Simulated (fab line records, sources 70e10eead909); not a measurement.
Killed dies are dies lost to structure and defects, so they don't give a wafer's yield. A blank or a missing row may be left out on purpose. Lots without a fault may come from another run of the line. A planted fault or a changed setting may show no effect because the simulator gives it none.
A struck lot beside a sound one | flow nand_harc | 15 steps out of a route of 1159
Sound: wafers L591.2, L591.3, L591.5. Struck: wafers L594.1, L594.2, L594.6. The cause comes at the end.
At each step with rows: each side's tool, then ch and its chambers, then its first start. Under that, the readings that differ: sound wafers | struck wafers | difference of the means | sigmas: that difference in standard deviations of wafers without a fault.
alike: readings whose means differ by less than 2 such deviations, and words and numbers that are the same on both sides. not compared: withheld readings, readings that some wafer has no value for, bounds like >300 that may hide the same value, and numbers for which the record gives no deviation and whose values overlap.
The two part at a step that has a row with sigmas, a row that says differs or no value, or rows on one side only. Numbers that don't overlap but have no deviation are shown without sigmas and don't part them. A reading that every wafer of one side lacks parts them only if that side has two wafers or more.

first, 5 steps without rows for these wafers: NHARC_A_CHANNEL_HOLE_D1_SOFTBAKE_05 (time 55 s); NHARC_A_CHANNEL_HOLE_D1_EBR_06; NHARC_A_CHANNEL_HOLE_D1_EXPOSE_07 (exposes mask HOLE D1, target cd 100 nm); NHARC_A_CHANNEL_HOLE_D1_PEB_08 (peb time 65 s); NHARC_A_CHANNEL_HOLE_D1_DEVELOP_09 (develop time 35 s).
NHARC_A_CHANNEL_HOLE_D1_CD_MEAS_10: target cd 100 nm.
  sound on cd_sem-03 ch 0, day 9 03:50; struck on cd_sem-01 ch 0, day 9 08:01
  alike: cd_nm
NHARC_A_CHANNEL_HOLE_D1_OVL_MEAS_11:
  sound on overlay-02, day 9 03:56; struck on overlay-02, day 9 08:07
  alike: overlay_x_nm, overlay_y_nm
NHARC_A_CHANNEL_HOLE_D1_INSPECT_12:
  sound on defect_inspect-01, day 9 03:58; struck on defect_inspect-02, day 9 08:09
  alike: raw_defect_count
NHARC_A_CHANNEL_HOLE_D1_DESCUM_15: chemistry O2, time 3 s.
  sound on rie_diel-10 ch 2,3, day 9 04:02; struck on rie_diel-10 ch 2,3, day 9 08:13
  alike: drypump_motor_current_A, oes_product_au, rf_vpp_V, showerhead_plenum_p_Torr, throttle_valve_pct
  not compared: rf_hours_counter_h
NHARC_A_CHANNEL_HOLE_D1_ETCH_38: etches the open film in CF4, target depth 39 nm, time 65 s.
  sound on rie_diel-10 ch 0,1,2, day 9 04:07; struck on rie_diel-10 ch 0,2,3, day 9 08:18
  alike: bias_w, cf4_flow_sccm, drypump_motor_current_A, oes_product_au, rf_vpp_V, showerhead_plenum_p_Torr, throttle_valve_pct
  not compared: rf_hours_counter_h
NHARC_A_CHANNEL_HOLE_D1_ETCH_39: etches the open film in N2/H2, target depth 260 nm, time 325 s.
  sound on rie_diel-10 ch 0,1; struck on rie_diel-10 ch 0,2,3
  alike: bias_w, chamber_pressure_mTorr, drypump_motor_current_A, oes_product_au, rf_vpp_V, showerhead_plenum_p_Torr, throttle_valve_pct
  not compared: rf_hours_counter_h
NHARC_A_CHANNEL_HOLE_D1_ETCH_34: etches the open film in CF4/CHF3, target depth 154 nm, time 77 s.
  sound on rie_diel-10 ch 0,2,3; struck on rie_diel-10 ch 0,3
  alike: bias_w, cf4_flow_sccm, drypump_motor_current_A, oes_product_au, rf_vpp_V, showerhead_plenum_p_Torr, throttle_valve_pct
  not compared: rf_hours_counter_h
NHARC_A_CHANNEL_HOLE_D1_ETCH_16: etches the open film in O2/COS, target depth 3100 nm, time 806 s.
  sound on rie_diel-10 ch 0,3, day 9 04:33; struck on rie_diel-10 ch 0,1, day 9 08:44
  no value came back on the struck wafers for any of 7 readings (bias_w (W), chamber_pressure_mTorr (mTorr) and others); on the sound wafers bias_w (W) reads 299.5 299.0 297.6
  not compared: rf_hours_counter_h
NHARC_A_CHANNEL_HOLE_D1_CD_MEAS_18:
  sound on cd_sem-01, day 9 05:08; struck on cd_sem-02, day 9 09:19
  alike: cd_nm
-- the record jumps here: 11 days lie between the struck wafers' starts before and after (it left off in module A_CHANNEL_HOLE_D1 and takes up again in module END, whose first step shown is number 1159 of the route) --
NHARC_END_SORT_01:
  the record has rows for the struck wafers here (prober-02 ch 0, day 20 09:10) and none for the sound ones

WHERE THEY PART
First at NHARC_A_CHANNEL_HOLE_D1_ETCH_16; last, within this record, at NHARC_END_SORT_01.

WHY: what the simulator had put in
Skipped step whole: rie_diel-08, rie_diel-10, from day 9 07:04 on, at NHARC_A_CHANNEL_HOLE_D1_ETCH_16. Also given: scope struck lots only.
